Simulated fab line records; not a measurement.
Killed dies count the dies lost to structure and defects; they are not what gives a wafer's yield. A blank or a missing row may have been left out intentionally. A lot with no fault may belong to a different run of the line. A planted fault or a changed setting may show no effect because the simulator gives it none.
One fault through the eyes of 3 desks ; flow n5 finfet ; only its own numbers are on each desk; what lay behind them is given at the end

== FROM THE METROLOGY DESK ==
Means of the sampled wafers that have a number, per lot and without regard to the tool the lot ran on: this is what the gauges read. If a lot's mean is further than 4 standard deviations from the usual mean, the lot is out of limits and carries the mark OUT (the distance appears in the brackets). It has 10 readings; the 7 that lie furthest out on some lot are the ones shown.
Columns: A = DIBL_N at N5_BEOL_M4_RC_MEAS_101, usual 35.9 mV/V; B = IOFF_N at N5_BEOL_M4_RC_MEAS_101, usual 0.149 nA/um; C = IOFF_P at N5_BEOL_M4_RC_MEAS_101, usual 0.20 nA/um; D = ION_N at N5_BEOL_M4_RC_MEAS_101, usual 671 uA/um; E = ION_P at N5_BEOL_M4_RC_MEAS_101, usual 460 uA/um; F = SS_N at N5_BEOL_M4_RC_MEAS_101, usual 71.4 mV/dec; G = VT_P at N5_BEOL_M4_RC_MEAS_101, usual -251 mV
lot;first seen here;A;B;C;D;E;F;G
L505;day 7 21:37;34.6;0.124;0.15;658;450;70.4;-257
L506;day 7 22:20;35.7;0.145;0.20;669;459;71.0;-250
L513;day 9 17:02;36.2;0.165;0.23;687;475;71.1;-247
L514;day 10 06:55;34.2;0.131;0.19;665;462;70.8;-250
L518;day 11 07:04;34.6;0.127;0.18;663;458;71.0;-251
L521;day 11 17:46;36.5;0.133;0.18;666;457;71.3;-253
L522;day 12 09:48;36.7;0.151;0.20;661;455;72.3;-254
L524;day 12 17:01;34.9;0.131;0.19;658;456;71.4;-250
L527;day 13 12:37;38.2;0.190;0.25;687;470;71.7;-247
L528;day 13 15:45;35.1;0.141;0.18;675;459;71.5;-251
Finding of this desk: none of the 10 lots has anything out of limits.

== TOOL OWNER'S DESK, litho track-04 ==
The tool's own readings at N5_HKMG_FIN_COAT_06 (resist thk 90 nm): means of the sampled wafers that have a number, for each lot that ran on this tool. If a lot's mean is further than 4 standard deviations from the usual mean, the lot is out of limits and carries the mark OUT (the distance appears in the brackets).
Columns: A = spin speed rpm at N5_HKMG_FIN_COAT_06, usual 1499.8 rpm
lot;first seen here;A
L505;day 4 02:16;1500.2
L513;day 6 03:35;1247.8 (-99 or more) OUT
L514;day 6 07:59;1247.6 (-99 or more) OUT
L527;day 9 17:09;1499.9
This desk's verdict: out of limits on L513, L514, starting with L513 at day 6 03:35 (spin speed rpm at N5_HKMG_FIN_COAT_06). L505, L527: within limits.

== THE DEFECT DESK ==
Lot by lot, what the route's inspections counted, given as the mean of those sampled wafers with a number. If a lot's mean is further than 4 standard deviations from the usual mean, the lot is out of limits and carries the mark OUT (the distance appears in the brackets).
Columns: A = raw defect count at N5_HKMG_FIN_INSPECT_61, usual 1.9
lot;first seen here;A
L505;day 3 23:19;1.3
L506;day 4 03:08;1.3
L513;day 6 00:34;1.3
L514;day 6 05:02;3.0
L518;day 7 09:14;2.5
L521;day 8 05:56;1.3
L522;day 8 10:11;0.7
L524;day 8 21:33;1.0
L527;day 9 14:10;2.3
L528;day 9 16:46;2.3
Finding of this desk: none of the 10 lots has anything out of limits.

== PUT TOGETHER ==
At day 6 03:35, on L513, L514, the tool owner's desk was in a position to raise an alarm.
Metrology desk: nothing out of limits seen.
No out-of-limits result turned up at the defect desk.
The metrology desk has L513, L514 on record, within its limits.
The defect desk has L513, L514 on record, within its limits.
N5_HKMG_FIN_COAT_06 was run on litho track-04 by each of the lots named.

== WHAT HAD BEEN PUT IN BY THE SIMULATOR ==
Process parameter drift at N5_HKMG_FIN_COAT_06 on litho track-04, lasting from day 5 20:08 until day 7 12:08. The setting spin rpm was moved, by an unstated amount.
Shown lots that were struck: L513, L514.
Each desk's first reading out of limits, in hours after the fault started: the tool owner's desk, 7.
